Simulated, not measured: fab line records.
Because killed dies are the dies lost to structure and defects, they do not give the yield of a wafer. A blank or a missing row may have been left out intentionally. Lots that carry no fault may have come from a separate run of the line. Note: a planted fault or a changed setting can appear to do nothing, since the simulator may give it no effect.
Split-lot experiment	flow n5-finfet	route with 1938 steps; 7 lots, 21 wafers read

== THE SPLIT ITSELF ==
At N5_BEOL_M1_COAT_62 (time 60 s, resist thk 12 nm), the setting spin-rpm was moved away from the recipe's 1500 rpm on 5 of the 21 wafers read, by -9.5% to -5.1%. All remaining wafers had this setting at the recipe value.

== FROM THE SPLIT TO THE READING: what the file shows between them, 4 steps ==
- N5_BEOL_M1_COAT_73: time 60 s, resist thk 5 nm
- N5_BEOL_M1_COAT_05: resist thk 30 nm
- N5_BEOL_M1_DESCUM_16: chemistry O2, time 7 s
- N5_BEOL_M1_ETCH_74: etches underlayer in N2/H2, target depth 6.5 nm, time 5.2 s

== THE READING ==
etch.depth-nm (the simulator's own value, which no gauge read), in nm, at N5_BEOL_M1_ETCH_63 (etches SiARC in CF4, target depth 15.6 nm, time 26 s). No usual value for it is given in the file. Average 12.00 nm, standard deviation 0.037 nm, over the 16 wafers here run with the recipe.

wafer	tool, chamber at the split	spin-rpm as run, rpm	against the recipe	etch.depth-nm, nm	against lot-mates on the recipe
L074.4	litho-track-02, 0	1500	recipe	11.97	-
L074.5	litho-track-02, 0	1500	recipe	11.96	-
L074.6	litho-track-02, 0	1500	recipe	12.02	-
L075.2	litho-track-03, 0	1424	-5.1%	12.32	+0.30
L075.3	litho-track-03, 0	1424	-5.1%	12.36	+0.34
L075.6	litho-track-03, 0	1500	recipe	12.02	-
L076.3	litho-track-02, 0	1500	recipe	12.03	-
L076.5	litho-track-02, 0	1500	recipe	12.02	-
L076.6	litho-track-02, 0	1500	recipe	12.04	-
L080.1	litho-track-04, 0	1500	recipe	11.98	-
L080.5	litho-track-04, 0	1369	-8.7%	12.54	+0.56
L080.6	litho-track-04, 0	1369	-8.7%	12.56	+0.58
L085.3	litho-track-03, 0	1500	recipe	12.02	-
L085.4	litho-track-03, 0	1500	recipe	12	-
L085.5	litho-track-03, 0	1500	recipe	12.06	-
L086.1	litho-track-03, 0	1500	recipe	11.95	-
L086.5	litho-track-03, 0	1500	recipe	11.95	-
L086.2	litho-track-03, 0	1500	recipe	11.94	-
L097.3	litho-track-02, 0	1500	recipe	12.04	-
L097.6	litho-track-02, 0	1500	recipe	12.04	-
L097.5	litho-track-02, 0	1358	-9.5%	12.69	+0.65

FIT RESULTS
A straight line over all 21 wafers: etch.depth-nm changes by -0.0664 nm for each +1% of spin-rpm; r = -0.99; the points scatter about the line by 0.039 nm.
The same after taking each lot's own level away (the mean of its wafers on the recipe; 21 wafers): -0.066 nm for each +1%; r = -1.00; scatter 0.018 nm.
Per that fit: largest spin-rpm move, reading shift of 0.63 nm.
The span of the lots' own levels, 11.947 to 12.040 nm, comes to 2.5 times the standard deviation stated above.
Consequently the slope shifts little with the lot-to-lot level, the two slopes agreeing.
Check: for one of the wafers moved furthest among these (-9.5%), held out of the fit, the line's prediction against its lot-mates is +0.613 nm. Against them it came out at +0.65 nm.

== THE WHOLE CHAIN: every reading that the file lists as answering this split, in the file's order ==
step	what it does	reading	change (the file's fit)	r (the file's)
N5_BEOL_M1_COAT_62	time 60 s, resist thk 12 nm	SiARC_of_BEOL_M1_COAT_62.thk-nm (the simulator's own value, which no gauge read)	-0.0676 nm for each +1% of the setting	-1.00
N5_BEOL_M1_ETCH_63	etches SiARC in CF4, target depth 15.6 nm, time 26 s	etch.depth-nm (the simulator's own value, which no gauge read)	-0.0666 nm for each +1% of the setting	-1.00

== FILE'S OWN FIT ==
etch.depth-nm changes by -0.0666 nm for each +1% of spin-rpm, r = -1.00.
